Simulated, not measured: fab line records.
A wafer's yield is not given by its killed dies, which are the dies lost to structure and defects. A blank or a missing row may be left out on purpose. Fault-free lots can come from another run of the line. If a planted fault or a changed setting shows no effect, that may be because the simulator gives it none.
Matching of chambers || flow nand_harc || NHARC_A_STAIRCASE_ETCH_313 on rie_diel-07: 4 sister chambers
The step etches the open film in CF4/CHF3. 4 wafers are shown with their chamber, then 8 later ones without.

WAFERS WITH THEIR CHAMBER
{"wafer": "L078.2", "chamber": 1, "showerhead_plenum_p_Torr (Torr)": 1.55}
{"wafer": "L080.5", "chamber": 0, "showerhead_plenum_p_Torr (Torr)": 1.63}
{"wafer": "L086.6", "chamber": 2, "showerhead_plenum_p_Torr (Torr)": 1.56}
{"wafer": "L091.2", "chamber": 3, "showerhead_plenum_p_Torr (Torr)": 1.59}

WAFERS MISSING THEIR CHAMBER
{"wafer": "L091.3", "showerhead_plenum_p_Torr (Torr)": 1.54}
{"wafer": "L091.5", "showerhead_plenum_p_Torr (Torr)": 1.59}
{"wafer": "L090.1", "showerhead_plenum_p_Torr (Torr)": 1.55}
{"wafer": "L090.2", "showerhead_plenum_p_Torr (Torr)": 1.53}
{"wafer": "L090.6", "showerhead_plenum_p_Torr (Torr)": 1.62}
{"wafer": "L094.1", "showerhead_plenum_p_Torr (Torr)": 1.55}
{"wafer": "L094.3", "showerhead_plenum_p_Torr (Torr)": 1.62}
{"wafer": "L094.4", "showerhead_plenum_p_Torr (Torr)": 1.59}

CHAMBER TAKEN BY EACH
{"wafer": "L091.3", "from the rows above": "can't be placed: 1 or 2", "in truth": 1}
{"wafer": "L091.5", "from the rows above": 3, "in truth": 3}
{"wafer": "L090.1", "from the rows above": "can't be placed: 1 or 2", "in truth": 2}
{"wafer": "L090.2", "from the rows above": "can't be placed: 1 or 2", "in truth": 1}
{"wafer": "L090.6", "from the rows above": 0, "in truth": 0}
{"wafer": "L094.1", "from the rows above": "can't be placed: 1 or 2", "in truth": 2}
{"wafer": "L094.3", "from the rows above": 0, "in truth": 0}
{"wafer": "L094.4", "from the rows above": 3, "in truth": 3}
Correctly placed: 4 of 8. Cannot be placed on the basis of these rows: 4; the candidates contain the true chamber in 4. Placed wrongly: 0.
How it was worked out, from the rows above alone: a wafer's distance from a chamber is the root of the sum, over the readings, of the square of ((its reading less the chamber's mean) divided by the reading's scatter). The wafer belongs to the nearest chamber; if the next one is less than 2 further off, it can't be placed. A chamber's mean is the mean of its shown wafers. The scatter: root of mean squared gap, hidden wafer to nearest shown wafer, with one shown wafer a chamber.
